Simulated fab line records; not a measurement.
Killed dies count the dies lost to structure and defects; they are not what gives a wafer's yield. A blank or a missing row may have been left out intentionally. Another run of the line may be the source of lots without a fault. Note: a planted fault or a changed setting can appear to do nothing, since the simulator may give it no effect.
Split-lot experiment ; flow n5_finfet ; on a route of 1938 steps: 7 lots, 21 wafers read

THE SPLIT
At N5_BEOL_M11_TRENCH_ETCH_37 (etches SiCOH lowk in C4F6/O2, target depth 148.83 nm, time 48 s), the setting time_s was moved away from the recipe's 48 s on 5 of the 21 wafers read, by -20.6% to +14.7%. For the rest of the wafers, this setting stayed at what the recipe calls for.

FROM THE SPLIT TO THE READING: what the file shows between them, 12 steps
- N5_BEOL_M11_ETCH_41: etches SiCN in CH3F/O2, target depth 42.6 nm, time 86 s (also split here: time_s)
- N5_BEOL_M11_STRIP_77: strips in N2/H2, time 10 s
- N5_BEOL_M11_OCD_MEAS_38
- N5_BEOL_M11_HM_STRIP_39: strips TiN in peroxide tin strip, target depth 25 nm, time 158 s
- N5_BEOL_M11_SRD_40: time 30 s
- N5_BEOL_M11_PRECLEAN_42: cleans in residue remover, time 60 s
- N5_BEOL_M11_ECD_50: material Cu, target thk 318 nm
- N5_BEOL_M11_ANNEAL_51: time 90 s
- N5_BEOL_M11_CMP_52: polishes, stops on SiCOH lowk, t overpolish 7 s, target thk 140 nm
- N5_BEOL_M11_THK_MEAS_53: measures by xrf
- N5_BEOL_M11_PRE_CLEAN_55: time 15 s
- N5_BEOL_M11_DEP_56: deposits SiCN from 3MS/NH3, target thk 30 nm, time 10.5 s

THE READING
M11_RS (ohm/sq), read at N5_BEOL_M11_RS_MEAS_57 with a four-point probe. A value of 0.1518 ohm/sq with a standard deviation of 0.0025 ohm/sq is what fault-free wafers of this fab line usually give.

wafer;tool, chamber at the split;time_s as run, s;against the recipe;M11_RS, ohm/sq;against lot-mates on the recipe
L076.1;rie_diel-03, 3;48;recipe;0.1533;-
L076.2;rie_diel-03, 0;55.06;+14.7%;0.1288;-0.0240
L076.6;rie_diel-03, 2;48;recipe;0.1523;-
L080.1;rie_diel-02, 3;48;recipe;0.1501;-
L080.2;rie_diel-02, 0;48;recipe;0.1500;-
L080.4;rie_diel-02, 1;43.04;-10.3%;0.1702;+0.0201
L082.1;rie_diel-04, 3;48;recipe;0.1535;-
L082.2;rie_diel-04, 1;52.88;+10.2%;0.1346;-0.0211
L082.6;rie_diel-04, 3;48;recipe;0.1579;-
L084.2;rie_diel-03, 2;38.13;-20.6%;0.1996;+0.0464
L084.3;rie_diel-03, 0;48;recipe;0.1541;-
L084.5;rie_diel-03, 1;48;recipe;0.1523;-
L089.2;rie_diel-03, 2;48;recipe;0.1534;-
L089.5;rie_diel-03, 2;39.12;-18.5%;0.1960;+0.0444
L089.6;rie_diel-03, 1;48;recipe;0.1499;-
L093.2;rie_diel-03, 2;48;recipe;0.1514;-
L093.3;rie_diel-03, 1;48;recipe;0.1503;-
L093.4;rie_diel-03, 0;48;recipe;0.1495;-
L095.4;rie_diel-04, 3;48;recipe;0.1538;-
L095.5;rie_diel-04, 2;48;recipe;0.1521;-
L095.6;rie_diel-04, 1;48;recipe;0.1472;-

FIT RESULTS
A straight line over all 21 wafers: M11_RS changes by -0.00208 ohm/sq for each +1% of time_s; r = -0.98; the points scatter about the line by 0.0033 ohm/sq.
The same after taking each lot's own level away (the mean of its wafers on the recipe; 21 wafers): -0.00213 ohm/sq for each +1%; r = -0.99; scatter 0.0025 ohm/sq.
The reading moves by 0.044 ohm/sq for the largest change in time_s, on that fit.
Across the lots, their own levels run from 0.15005 to 0.15570 ohm/sq, a range of 2.3 times the standard deviation given above.
Consequently the slope shifts little with the lot-to-lot level, the two slopes agreeing.
Check: +0.0432 ohm/sq against its lot-mates is what the line predicts for one of the wafers moved furthest among these (-20.6%) when that wafer is left out of the fit. Against them it came out at +0.0464 ohm/sq.

THESE WAFERS: OTHER SPLITS
Before the reading, these wafers also passed through other splits. Each is held against what the fit with the lots' levels taken away leaves over:
other split on the same wafers;wafers away from the commonest value;r with M11_RS (lot level and that fit taken away)
N5_BEOL_M11_ILD_DEP_00 time_s;11;-0.07
N5_BEOL_M11_PECVD_70 temp_c;7;-0.31
N5_BEOL_M11_ETCH_41 time_s;5;-0.45

THE WHOLE CHAIN: every reading that the file lists as answering this split, in the file's order
step;what it does;reading;change (the file's fit);r (the file's)
N5_BEOL_M11_TRENCH_ETCH_37;etches SiCOH lowk in C4F6/O2, target depth 148.83 nm, time 48 s;BEOL_M11.feature_depth_nm (the simulator's own value, which no gauge read);+1.56 nm for each +1% of the setting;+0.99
N5_BEOL_M11_TRENCH_ETCH_37;etches SiCOH lowk in C4F6/O2, target depth 148.83 nm, time 48 s;etch.depth_nm (the simulator's own value, which no gauge read);+1.56 nm for each +1% of the setting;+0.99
N5_BEOL_M11_TRENCH_ETCH_37;etches SiCOH lowk in C4F6/O2, target depth 148.83 nm, time 48 s;TiN_of_BEOL_M11_HM_DEP_02.thk_nm (the simulator's own value, which no gauge read);-0.0503 nm for each +1% of the setting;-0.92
N5_BEOL_M11_OCD_MEAS_38;;trench_depth_nm;+1.58 nm for each +1% of the setting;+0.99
N5_BEOL_M11_CMP_52;polishes, stops on SiCOH lowk, t overpolish 7 s, target thk 140 nm;Cu_of_BEOL_M11_ECD_50.thk_nm (the simulator's own value, which no gauge read);+1.54 nm for each +1% of the setting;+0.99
N5_BEOL_M11_THK_MEAS_53;measures by xrf;M11_THK;+1.52 for each +1% of the setting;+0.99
N5_BEOL_M11_RS_MEAS_57;measures by four-point-probe;M11_RS;-0.00214 for each +1% of the setting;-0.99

THE FILE'S OWN FIT
M11_RS changes by -0.00214 ohm/sq for each +1% of time_s, r = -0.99.
